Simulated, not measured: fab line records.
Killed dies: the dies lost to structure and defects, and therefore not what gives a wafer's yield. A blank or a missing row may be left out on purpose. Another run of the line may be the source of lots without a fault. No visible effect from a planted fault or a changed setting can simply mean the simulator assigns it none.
fab line records	flow nand-harc
[record] lots = 11	wafers = 33	last-day = 35
route steps=1302 shown A_CHANNEL_HOLE_D2@599 A_CHANNEL_FILL_D2@615 END@1302
lots that met no fault: taken from a fault-free run of the same line
start-h: hours from the record's first day to the start of the lot's first wafer shown	wait-h: how many hours have passed since the lot's step before this one	" as in the row above	L1.1+2: one row covering several wafers at once	- no value, or no start given	* or withheld: withheld	< > ~ a bound
route shown NAME@n: a module of which the file shows steps, and the number in the route of the first	usual: mean/standard deviation taken from wafers without a fault	same: alike in all rows	chamber/n: place in a boat	sites: each site's reading	_std_site: standard deviation across them	_edge_site: outer sites' mean less inner sites'	radius-mm: for every site, how far away it sits from the centre of the wafer	mask NAME#n: copy n	behind: the last tool/chamber to shape the wafer	hold: the reason the lot was held/the length of the hold in hours/how it ended	device: whichever transistor did not switch (one of n, p or np)	end of line: tests run on the same wafers once the route is complete	for a step that has no rows: nothing shown but its recipe	killed: the dies lost at the first sort to structure and to defects; this is not the yield of the wafer	map: a wafer's dies, marking killed ones x, the rest . and places with no die _
set.NAME: the setting the step ran with; set.NAME@STEP: the setting that earlier step ran with	model.NAME: the simulator's own value behind a step, which no gauge read
a sample of lots followed through the steps of the route, with each step as a table and each wafer as a row
services: when a tool's chamber went out of use (start-h, in hours from the record's first day, below 0 if earlier), for how many hours, and the reason
[[steps]]
[step NHARC_A_CHANNEL_HOLE_D2_ETCH_27]
[recipe] bias-v = 400	source-w = 2000	pressure-mtorr = 25	time-s = 90	ar-flow-sccm = 375	c4f8-flow-sccm = 41.7	o2-flow-sccm = 83.3	temp-c = -20	target-depth-a = 4000	chemistry = C4F8/O2/Ar
[usual] drypump-motor-current-A = 5.82/0.17	oes-air-line-au = 1.002/0.021	showerhead-plenum-p-Torr = 3.74/0.14	temp-c = -20.02/0.12	throttle-valve-pct = 27.620/0.0091
lot.wafer	tool	chamber	start-h	wait-h	drypump-motor-current-A	oes-air-line-au	rf-hours-counter-h	showerhead-plenum-p-Torr	temp-c	throttle-valve-pct
L749.2	har-etch-01	0	308.38	0.2	5.66	0.991	161	3.73	-20.21	27.616
L749.3	"	0	"	"	5.67	1.010	-	3.73	-19.97	27.612
L749.5	"	1	"	"	5.84	1.045	-	3.69	-20.13	27.623
L753.1	har-etch-01	0	402.96	0.2	5.66	0.961	214	3.70	-20.04	27.606
L753.3	"	0	"	"	5.66	0.979	-	3.70	-20.04	27.614
L753.5	"	1	"	"	5.83	1.009	-	3.66	-20.06	27.626
L756.1	har-etch-02	0	403.89	0.2	5.74	1.005	7	3.98	-19.87	27.615
L756.3	"	1	"	"	6.18	0.993	-	3.98	-19.93	27.626
L756.6	"	1	"	"	6.18	1.024	-	3.98	-19.98	27.624
L755.2	har-etch-01	0	423.41	0.2	5.67	0.984	233	3.69	-19.89	27.634
L755.4	"	0	"	"	5.66	0.964	-	3.69	-19.87	27.616
L755.5	"	1	"	"	5.86	1.017	-	3.65	-20.01	27.618
L764.4	har-etch-01	1	447.85	0.2	5.85	1.007	-	3.64	-20.02	27.632
L764.6	"	0	"	"	5.66	1.017	-	3.68	-20.18	27.628
L764.5	"	1	"	"	5.84	0.987	-	3.64	-20.06	27.627
L766.1	har-etch-02	0	459.25	0.2	5.75	1.033	39	3.96	-19.98	27.619
L766.6	"	1	"	"	6.10	1.034	-	3.96	-19.98	27.626
L766.5	"	0	"	"	5.74	1.056	-	3.96	-20.09	27.608
L768.2	har-etch-02	1	477.53	0.2	6.13	1.019	54	3.95	-20.02	27.620
L768.1	"	0	"	"	5.75	1.005	54	3.95	-20.04	27.622
L768.5	"	0	"	"	5.71	0.991	-	3.95	-20.14	27.629
L767.1	har-etch-01	1	478.99	0.2	5.84	1.021	283	3.62	-19.99	27.623
L767.5	"	0	"	"	5.65	1.002	-	3.66	-20.17	27.622
L767.6	"	1	"	"	5.84	1.025	-	3.62	-19.93	27.623
L769.1	har-etch-01	1	491.38	0.2	5.86	0.973	287	3.62	-20.11	27.630
L769.2	"	0	"	"	5.65	1.012	287	3.66	-19.89	27.621
L769.3	"	0	"	"	5.66	0.977	-	3.66	-20.01	27.627
L770.1	har-etch-02	0	519.77	0.2	5.73	0.994	69	3.94	-19.87	27.609
L770.3	"	1	"	"	6.15	0.986	-	3.94	-20.19	27.620
L770.5	"	0	"	"	5.74	1.015	-	3.94	-19.65	27.639
L772.2	har-etch-02	1	548.20	0.2	6.18	0.997	81	3.93	-20.05	27.623
L772.3	"	1	"	"	6.20	1.000	-	3.93	-19.76	27.604
L772.6	"	1	"	"	6.17	0.993	-	3.93	-20.02	27.621
[step NHARC_A_CHANNEL_HOLE_D2_ETCH_44]
[recipe] target-depth-a = 1400	overetch-a = 140	time-s = 77	ion-energy-ev = 100	cf4-flow-sccm = 80	o2-flow-sccm = 20	ar-flow-sccm = 0	rf-w = 300	bias-w = 100	chemistry = CF4/O2
[usual] drypump-motor-current-A = 5.7/0.32	oes-product-au = 0.997/0.011	rf-vpp-V = 197.8/1.2	showerhead-plenum-p-Torr = 1.33/0.047	throttle-valve-pct = 13.397/0.0094
lot.wafer	tool	chamber	start-h	wait-h	drypump-motor-current-A	oes-product-au	rf-hours-counter-h	rf-vpp-V	showerhead-plenum-p-Torr	throttle-valve-pct
L749.3	rie-diel-02	2	309.13	0.1	5.7	0.992	5	197.8	1.31	13.397
L749.2	"	1	"	"	6.0	0.993	3	197.5	1.28	13.389
L749.5	"	3	"	"	5.8	0.995	-	198.2	1.33	13.395
L753.3	rie-diel-05	1	403.69	0.1	5.5	1.017	10	197.7	1.35	13.396
L753.1	"	3	"	"	6.1	0.998	10	194.8	1.25	13.375
L753.5	"	0	"	"	6.0	1.002	-	198.6	1.37	13.389
L756.3	rie-diel-02	0	404.60	0.1	5.5	0.993	0	198.8	1.39	13.392
L756.1	"	1	"	"	6.0	0.985	0	195.6	1.28	13.397
L756.6	"	1	"	"	6.0	0.992	-	197.2	1.28	13.395
L755.2	rie-diel-11	3	424.15	0.1	6.3	1.013	11	199.9	1.40	13.388
L755.4	"	2	"	"	5.4	0.997	12	197.4	1.31	13.395
L755.5	"	0	"	"	5.8	0.998	-	198.7	1.37	13.396
L764.4	rie-diel-05	2	448.53	0.1	5.1	1.017	2	198.0	1.31	13.401
L764.6	"	3	"	"	6.1	1.001	-	195.4	1.25	13.417
L764.5	"	0	"	"	6.0	1.008	-	199.5	1.37	13.389
L766.1	rie-diel-02	1	460.00	0.1	5.9	0.995	4	195.0	1.28	13.404
L766.6	"	0	"	"	5.5	0.989	-	198.1	1.39	13.416
L766.5	"	2	"	"	5.7	0.991	-	198.2	1.31	13.403
L768.2	rie-diel-05	0	478.28	0.1	6.0	1.009	4	197.2	1.37	13.415
L768.1	"	1	"	"	5.5	1.000	4	198.5	1.35	13.387
L768.5	"	0	"	"	6.0	1.003	-	198.5	1.37	13.397
L767.1	rie-diel-11	2	479.73	0.1	5.4	0.981	4	197.2	1.31	13.392
L767.5	"	3	"	"	6.3	0.997	-	199.0	1.40	13.395
L767.6	"	0	"	"	5.8	0.993	-	198.7	1.37	13.398
L769.2	rie-diel-11	1	492.12	0.1	5.5	0.982	3	196.5	1.24	13.395
L769.3	"	3	"	"	6.3	0.995	4	199.4	1.40	13.399
L769.1	"	0	"	"	5.8	1.000	3	198.7	1.37	13.410
L770.1	rie-diel-11	1	520.49	0.1	5.5	0.976	5	196.2	1.24	13.403
L770.3	"	2	"	"	5.4	0.977	5	197.1	1.31	13.383
L770.5	"	3	"	"	6.3	0.996	-	197.8	1.40	13.393
L772.3	rie-diel-05	2	548.95	0.1	5.1	1.009	6	197.6	1.31	13.398
L772.2	"	3	"	"	6.1	0.989	6	195.4	1.25	13.402
L772.6	"	1	"	"	5.5	0.987	-	200.2	1.35	13.400
[step NHARC_A_CHANNEL_FILL_D2_ALD_15]
[recipe] target-thk-a = 20	pulse-time-s = 60	ald-cycles = 19	temp-c = 630	pressure-torr = 2	material = SiNx
[usual] ald-cycles = 19/0	precursor-pulse-height-rel = 0.998/0.019	susceptor-temp-C = 630.0/0.31
lot.wafer	tool	chamber	start-h	wait-h	ald-cycles	precursor-pulse-height-rel	susceptor-temp-C
L749.2	ald-sin-batch-01	0	320.58	-	19	1.009	630.1
L749.3	"	0	"	"	19	0.971	630.0
L749.5	"	0	"	"	19	0.993	630.0
L753.1	ald-sin-batch-01	0	415.02	-	8	0.988	629.9
L753.3	"	0	"	"	8	1.003	630.0
L753.5	"	0	"	"	8	1.049	630.0
L756.1	ald-sin-batch-01	0	415.02	-	8	0.999	629.5
L756.3	"	0	"	"	8	0.997	629.7
L756.6	"	0	"	"	8	1.016	629.6
L755.2	ald-sin-batch-01	0	435.51	-	8	0.980	630.1
L755.4	"	0	"	"	8	0.997	630.0
L755.5	"	0	"	"	8	0.979	629.8
L764.4	ald-sin-batch-02	0	459.89	-	19	0.983	630.1
L764.5	"	0	"	"	19	1.004	630.3
L764.6	"	0	"	"	19	0.968	629.9
L766.1	ald-sin-batch-02	0	471.41	-	19	0.962	630.4
L766.5	"	0	"	"	19	1.004	630.1
L766.6	"	0	"	"	19	0.983	630.0
L768.1	ald-sin-batch-03	0	491.02	-	19	0.989	630.1
L768.2	"	0	"	"	19	0.974	630.0
L768.5	"	0	"	"	19	0.996	630.6
L767.1	ald-sin-batch-01	0	493.83	-	19	0.979	-
L767.5	"	0	"	"	19	0.993	-
L767.6	"	0	"	"	19	1.027	-
L769.1	ald-sin-batch-02	0	503.44	-	19	0.982	630.2
L769.2	"	0	"	"	19	0.971	630.3
L769.3	"	0	"	"	19	1.016	630.3
L770.1	ald-sin-batch-02	0	532.93	-	19	0.996	629.9
L770.3	"	0	"	"	19	0.981	629.3
L770.5	"	0	"	"	19	1.033	629.4
L772.2	ald-sin-batch-02	0	560.06	-	19	1.021	-
L772.3	"	0	"	"	19	0.995	-
L772.6	"	0	"	"	19	1.005	-
[step NHARC_A_CHANNEL_FILL_D2_ALD_16]
[recipe] target-thk-a = 15	pulse-time-s = 10	ald-cycles = 15	temp-c = 300	material = SiO2
[usual] ald-cycles = 15/0	heater-power-outer-w = 252/26	heater-power-w = 463/40	precursor-pulse-height-rel = 0.999/0.019	susceptor-temp-C = 300.01/0.19
lot.wafer	tool	chamber	start-h	wait-h	ald-cycles	heater-power-outer-w	heater-power-w	precursor-pulse-height-rel	susceptor-temp-C
L749.3	ald-hk-01	0	322.64	0.0	15	232	443	1.001	-
L749.2	"	1	"	"	15	269	478	1.015	-
L749.5	"	0	"	"	15	234	428	1.050	-
L756.1	ald-hk-04	0	417.10	0.1	15	262	486	1.015	300.37
L756.3	"	2	"	"	15	243	474	1.015	300.17
L756.6	"	0	"	"	15	258	493	0.988	300.09
L753.1	ald-hk-04	3	417.23	0.2	15	204	381	0.990	-
L753.3	"	2	"	"	15	244	456	1.022	-
L753.5	"	3	"	"	15	206	371	0.989	-
L755.4	ald-hk-02	1	437.99	0.4	15	263	519	1.033	299.87
L755.2	"	2	"	"	15	285	497	0.987	300.20
L755.5	"	3	"	"	15	281	487	0.972	300.16
L764.4	ald-hk-04	1	461.99	0.1	15	261	457	1.011	300.18
L764.6	"	3	"	"	15	214	401	0.995	299.98
L764.5	"	0	"	"	15	279	533	0.979	299.80
L766.1	ald-hk-04	0	475.58	2.1	15	287	523	1.018	300.24
L766.6	"	3	"	"	15	213	400	1.017	299.86
L766.5	"	0	"	"	15	281	516	1.018	300.22
L768.2	ald-hk-01	3	493.07	0.0	15	281	513	1.021	299.91
L768.1	"	0	"	"	15	230	431	0.993	300.08
L768.5	"	0	"	"	15	233	444	0.971	300.22
L767.1	ald-hk-01	1	495.86	0.0	15	257	452	0.991	300.05
L767.5	"	1	"	"	15	258	467	1.003	299.93
L767.6	"	2	"	"	15	226	422	1.030	299.98
L769.2	ald-hk-01	2	505.54	0.1	15	220	446	0.977	299.72
L769.1	"	3	"	"	15	285	514	0.975	299.84
L769.3	"	0	"	"	15	231	434	1.045	300.13
L770.3	ald-hk-01	2	536.12	1.2	15	224	430	0.986	299.74
L770.1	"	3	"	"	15	286	518	1.022	300.20
L770.5	"	2	"	"	15	219	438	1.004	299.67
L772.3	ald-hk-01	3	562.14	0.1	15	285	527	0.996	299.84
L772.2	"	0	"	"	15	235	429	0.967	300.19
L772.6	"	3	"	"	15	279	522	1.016	300.12
[step NHARC_END_SORT_01]
[recipe] temp-c = 25
[usual] killed-at-array = 54/18	killed-at-other = 0.9/1.2	killed-at-periphery = 4.4/2.9	killed-dies = 59/18	killed-open = 3.2/1.8	killed-short = 2.6/1.8
[same] gross-dies = 677
lot.wafer	tool	chamber	start-h	wait-h	killed-at-array	killed-at-other	killed-at-periphery	killed-dies	killed-open	killed-short
L755.2	prober-02	0	691.13	2.8	49	0	13	62	2	5
L755.4	prober-02	0	692.71	3.4	61	0	13	74	3	4
L755.5	prober-02	0	693.51	3.7	66	0	10	76	5	3
L766.1	prober-02	0	743.80	2.5	80	0	6	86	6	4
L766.5	prober-02	0	747.03	3.7	70	1	7	78	1	4
L766.6	prober-02	0	747.83	4.0	68	1	9	78	2	1
// killed by level:class
L755.2 A_CHANNEL_HOLE_D1:chamber-film-flake=21 A_CHANNEL_HOLE_D2:chamber-film-flake=16 P_STI:chamber-film-flake=8 A_CONTACT:chamber-film-flake=3 A_ONON_D2:geometric-particle:short=2 P_CONTACT:chamber-film-flake=2 P_M2:chamber-film-flake=2 A_STAIRCASE:chamber-film-flake=2
L755.4 A_CHANNEL_HOLE_D2:chamber-film-flake=22 A_CHANNEL_HOLE_D1:chamber-film-flake=18 A_CONTACT:chamber-film-flake=4 A_BLC:chamber-film-flake=4 P_STI:chamber-film-flake=3 P_CONTACT:chamber-film-flake=3 P_M2:chamber-film-flake=3 A_SLIT:chamber-film-flake=3
L755.5 A_CHANNEL_HOLE_D1:chamber-film-flake=21 A_CHANNEL_HOLE_D2:chamber-film-flake=20 A_CONTACT:chamber-film-flake=5 P_M2:chamber-film-flake=4 P_STI:chamber-film-flake=3 A_CHANNEL_FILL_D1:chamber-film-flake=3 A_BONDPAD:chamber-film-flake=3 A_SLIT:chamber-film-flake=2
L766.1 A_SLIT:chamber-film-flake=39 A_CHANNEL_HOLE_D1:chamber-film-flake=25 P_M1:chamber-film-flake=6 A_CONTACT:chamber-film-flake=4 A_CHANNEL_HOLE_D1:geometric-particle:short=2 A_CHANNEL_FILL_D2:geometric-particle:open=2 A_CHANNEL_HOLE_D1:geometric-particle:open=1 A_CHANNEL_FILL_D1:geometric-particle:short=1
L766.5 A_SLIT:chamber-film-flake=31 A_CHANNEL_HOLE_D1:chamber-film-flake=26 A_CONTACT:chamber-film-flake=7 P_M1:chamber-film-flake=6 A_CHANNEL_HOLE_D1:geometric-particle:short=1 A_CHANNEL_FILL_D1:geometric-particle:short=1 A_DECK1_JOINT:geometric-particle:open=1 A_ONON_D2:geometric-particle:short=1
L766.6 A_SLIT:chamber-film-flake=32 A_CHANNEL_HOLE_D1:chamber-film-flake=26 P_M1:chamber-film-flake=6 A_CONTACT:chamber-film-flake=5 P_STI:chamber-film-flake=2 A_ONON_D1:geometric-particle:open=1 A_CONTACT:geometric-particle:open=1 A_M0:geometric-particle:short=1
[[services]]
tool	chamber	start-h	hours	kind
rie-diel-11	1	288.76	28.3	repair
rie-diel-02	0	290.11	2.6	repair
ald-hk-01	-	297.85	10.0	pm
ald-hk-01	0	297.85	10.0	vent-cycle
ald-hk-01	1	297.85	10.0	vent-cycle
ald-hk-01	2	297.85	10.0	vent-cycle
ald-hk-01	3	297.85	10.0	vent-cycle
rie-diel-02	0	306.35	5.4	repair
ald-hk-01	0	307.85	-	clean
ald-hk-01	1	307.85	-	clean
har-etch-02	-	379.02	17.0	pm
rie-diel-02	-	393.70	9.0	pm
rie-diel-11	1	404.02	6.6	repair
rie-diel-05	-	406.63	9.0	pm
rie-diel-02	-	417.89	2.5	repair
rie-diel-11	-	419.84	1.0	repair
ald-hk-04	-	432.49	10.0	pm
rie-diel-11	-	432.91	9.0	pm
rie-diel-05	0	435.49	1.6	repair
rie-diel-02	3	449.58	30.1	repair
rie-diel-02	2	453.83	3.8	repair
rie-diel-05	0	471.39	2.9	repair
ald-sin-batch-01	-	506.00	26.0	pm
rie-diel-02	0	550.30	3.8	repair
[[key]]
[first-sign] step = NHARC_A_CHANNEL_FILL_D2_ALD_15	reading = ald-cycles	direction = down	sigmas = 99+	usual = 19	struck = 8
effect none on later readings
met-at NHARC_A_CHANNEL_FILL_D2_ALD_15
struck-lots L753,L755,L756
tester-left-out L753,L755,L756
not-acting-at NHARC_A_CHANNEL_HOLE_D2_ETCH_27,NHARC_A_CHANNEL_HOLE_D2_ETCH_44,NHARC_A_CHANNEL_FILL_D2_ALD_16
onset-between 320.58 415.02
[fault] kind = process-parameter-drift	tool = ald-sin-batch-01	chamber = -	onset-h = 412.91	steps = NHARC_A_CHANNEL_FILL_D2_ALD_15	channel = ald-cycles	offset = -11	shape = step	end-h = 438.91	acts-in = these-recipes-only	stated = 19
// tester-left-out: of these lots the tester's yield and bins aren't shown, on N5 and GAA mostly nor the transistor test; their killed dies are dies lost to structure and defects alone, not to doping, threshold or leakage, so they don't give the yield
